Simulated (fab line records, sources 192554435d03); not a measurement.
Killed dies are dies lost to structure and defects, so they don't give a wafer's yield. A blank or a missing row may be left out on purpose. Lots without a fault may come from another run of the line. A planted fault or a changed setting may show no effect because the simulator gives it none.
Chamber matching | flow n5_finfet | N5_BEOL_M0_STRIP_140 on rie_diel-03: 4 sister chambers
The step strips in CF4. 24 wafers are shown with their chamber, then 12 later ones without.

WAFERS WITH THEIR CHAMBER
wafer  | chamber | oes_product_au (a.u.) | drypump_motor_current_A (A) | rf_vpp_V (V)
L076.1 | 0       | 0.69                  | 5.7                         | 271.3
L076.3 | 1       | 0.75                  | 5.4                         | 270.4
L076.5 | 3       | 0.73                  | 5.5                         | 271.0
L077.1 | 2       | 0.89                  | 5.8                         | 273.2
L077.2 | 0       | 0.68                  | 5.7                         | 272.5
L077.5 | 1       | 0.73                  | 5.4                         | 267.4
L078.1 | 2       | 0.88                  | 5.7                         | 275.0
L078.3 | 1       | 0.75                  | 5.4                         | 269.4
L078.5 | 1       | 0.75                  | 5.4                         | 271.8
L079.2 | 3       | 0.73                  | 5.5                         | 269.7
L079.4 | 2       | 0.87                  | 5.7                         | 274.8
L079.5 | 0       | 0.68                  | 5.6                         | 273.8
L080.1 | 2       | 0.88                  | 5.8                         | 274.0
L080.4 | 3       | 0.72                  | 5.6                         | 273.6
L080.6 | 2       | 0.87                  | 5.8                         | 272.0
L082.2 | 0       | 0.69                  | 5.7                         | 271.7
L082.3 | 3       | 0.72                  | 5.6                         | 270.8
L082.6 | 2       | 0.87                  | 5.8                         | 272.9
L084.4 | 3       | 0.72                  | 5.5                         | 271.3
L084.5 | 0       | 0.68                  | 5.7                         | 271.3
L084.6 | 1       | 0.74                  | 5.4                         | 270.6
L085.2 | 0       | 0.68                  | 5.7                         | 274.1
L085.4 | 2       | 0.86                  | 5.7                         | 273.7
L085.5 | 0       | 0.67                  | 5.7                         | 273.6

SIGNATURES (means of the wafers above)
reading                 | chamber 0 | chamber 1 | chamber 2 | chamber 3 | scatter within a chamber
oes_product_au          | 0.6814    | 0.7440    | 0.8743    | 0.7240    | 0.00805
drypump_motor_current_A | 5.686     | 5.400     | 5.757     | 5.540     | 0.0434
rf_vpp_V                | 272.614   | 269.920   | 273.657   | 271.280   | 1.32
Rule: a wafer's distance from a chamber is the root of the sum, over the readings, of the square of ((its reading less the chamber's mean) divided by the reading's scatter). The wafer belongs to the nearest chamber; if the next one is less than 2 further off, it can't be placed. The scatter: the root of (the sum of the squares of (reading less its chamber's mean) over the shown wafers, divided by (wafers less chambers)).

WAFERS WITHOUT THEIR CHAMBER
wafer  | oes_product_au (a.u.) | drypump_motor_current_A (A) | rf_vpp_V (V)
L086.1 | 0.86                  | 5.8                         | 272.4
L086.2 | 0.73                  | 5.5                         | 268.4
L086.6 | 0.73                  | 5.4                         | 269.9
L088.1 | 0.85                  | 5.8                         | 273.9
L088.4 | 0.73                  | 5.5                         | 270.1
L088.5 | 0.85                  | 5.8                         | 274.0
L089.1 | 0.85                  | 5.8                         | 273.4
L089.3 | 0.71                  | 5.5                         | 273.2
L089.6 | 0.72                  | 5.5                         | 269.6
L095.1 | 0.83                  | 5.8                         | 273.5
L095.4 | 0.83                  | 5.8                         | 274.5
L095.5 | 0.71                  | 5.6                         | 271.9

WHICH CHAMBER EACH WENT THROUGH
wafer  | from the rows above     | in truth
L086.1 | 2                       | 2
L086.2 | can't be placed: 3 or 1 | 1
L086.6 | can't be placed: 1 or 3 | 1
L088.1 | 2                       | 2
L088.4 | can't be placed: 3 or 1 | 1
L088.5 | 2                       | 2
L089.1 | 2                       | 2
L089.3 | 3                       | 3
L089.6 | 3                       | 3
L095.1 | 2                       | 2
L095.4 | 2                       | 2
L095.5 | can't be placed: 3 or 0 | 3
Placed correctly: 8 of 12. Can't be placed from these rows: 4 (the true chamber is among the candidates in 4). Placed wrongly: 0.
